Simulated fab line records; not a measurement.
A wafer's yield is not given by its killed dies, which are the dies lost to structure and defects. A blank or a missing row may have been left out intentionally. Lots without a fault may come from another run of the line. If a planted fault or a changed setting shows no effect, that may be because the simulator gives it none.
Chamber matching | flow n5-finfet | N5_MOL_CONTACT_COAG_ALD_20 on ald-metal-01 has 4 sister chambers
The step deposits TiN, target thk 1.5 nm, pulse time 1 s, purge time 3 s. 8 wafers are shown with their chamber, then 12 later ones without.

EACH WAFER AND ITS CHAMBER
wafer  | chamber | heater-power-w (W) | chamber-pressure-Torr (Torr)
L083.2 | 2       | 859                | 3.003
L084.1 | 1       | 977                | 2.996
L084.3 | 0       | 1072               | 3.003
L086.1 | 0       | 1061               | 2.989
L086.5 | 2       | 864                | 2.998
L089.1 | 1       | 950                | 3.002
L089.4 | 3       | 818                | 3.003
L089.6 | 3       | 826                | 2.994

WAFERS WITHOUT THEIR CHAMBER
wafer  | heater-power-w (W) | chamber-pressure-Torr (Torr)
L090.1 | 1090               | 3.003
L090.2 | 830                | 2.999
L090.3 | 827                | 2.992
L093.3 | 807                | 2.998
L093.4 | 1060               | 3.000
L093.5 | 857                | 3.004
L095.1 | 857                | 2.996
L095.2 | 806                | 2.996
L095.5 | 1054               | 2.990
L096.1 | 840                | 3.007
L096.2 | 866                | 3.010
L096.6 | 971                | 2.997

WHICH CHAMBER EACH ONE RAN IN
wafer  | from the rows above     | in truth
L090.1 | 0                       | 0
L090.2 | 3                       | 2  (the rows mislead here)
L090.3 | 3                       | 3
L093.3 | 3                       | 3
L093.4 | 0                       | 0
L093.5 | 2                       | 2
L095.1 | 2                       | 2
L095.2 | 3                       | 3
L095.5 | 0                       | 0
L096.1 | can't be placed: 3 or 2 | 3
L096.2 | 2                       | 2
L096.6 | 1                       | 1
Placed correctly: 10 of 12. These rows do not allow placing 1 (true chamber among the candidates in 1). Number placed wrongly: 1.
How it was worked out, from the rows above alone: a wafer's distance from a chamber is the root of the sum, over the readings, of the square of ((its reading less the chamber's mean) divided by the reading's scatter). If the next closest chamber is less than 2 further off than the closest, the wafer can't be placed; otherwise it belongs to the closest. A chamber's mean is the mean of its shown wafers. The scatter: take each reading less its chamber's mean, square it, sum over the shown wafers, divide by the number of wafers less the number of chambers, and take the root.
